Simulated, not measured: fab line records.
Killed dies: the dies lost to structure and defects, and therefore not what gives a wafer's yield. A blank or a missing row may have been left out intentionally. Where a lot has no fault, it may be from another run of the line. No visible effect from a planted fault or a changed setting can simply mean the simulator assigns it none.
Chamber matching    flow n5Finfet    cvdCo-01 running N5_BEOL_M2_PRE_CLEAN_60: 3 sister chambers
The step time 15 s. 22 wafers are shown with their chamber, then 11 later ones without.

## WAFERS PAIRED WITH THEIR CHAMBERS
wafer   chamber  heaterPowerW (W)
L075.1  1        82
L075.3  2        47
L075.6  1        82
L077.2  0        81
L077.3  2        47
L077.6  2        47
L078.2  2        47
L078.3  1        81
L078.5  0        81
L079.1  2        46
L079.4  2        46
L079.6  1        82
L082.1  1        82
L082.2  2        46
L082.4  0        83
L087.2  2        48
L087.5  1        83
L087.6  0        83
L088.1  1        79
L088.2  0        82
L088.6  1        80
L089.1  0        81

SIGNATURES (means of the wafers above)
reading       chamber 0  chamber 1  chamber 2  scatter within a chamber
heaterPowerW  81.83      81.38      46.75      1.03
Rule: for a wafer and a chamber, the distance is found by dividing, reading by reading, the gap between the wafer's reading and the chamber's mean by the reading's scatter, squaring, summing and taking the root. If the next closest chamber is less than 2 further off than the closest, the wafer can't be placed; otherwise it belongs to the closest. The scatter is the square root of a quotient: the sum, over the shown wafers, of each reading's squared deviation from its chamber's mean, divided by wafers minus chambers.

## WAFERS WITH NO CHAMBER GIVEN
wafer   heaterPowerW (W)
L089.3  46
L089.5  47
L091.1  81
L091.3  48
L091.5  82
L093.1  80
L093.3  47
L093.4  82
L095.2  47
L095.3  82
L095.5  49

## THE CHAMBER EACH PASSED THROUGH
wafer   from the rows above      in truth
L089.3  2                        2
L089.5  2                        2
L091.1  can't be placed: 1 or 0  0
L091.3  2                        2
L091.5  can't be placed: 0 or 1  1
L093.1  can't be placed: 1 or 0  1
L093.3  2                        2
L093.4  can't be placed: 0 or 1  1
L095.2  2                        2
L095.3  can't be placed: 0 or 1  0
L095.5  2                        2
Correctly placed: 6 of 11. From these rows, 5 cannot be placed; in 5 the true chamber is one of the candidates. Placed wrongly: 0.
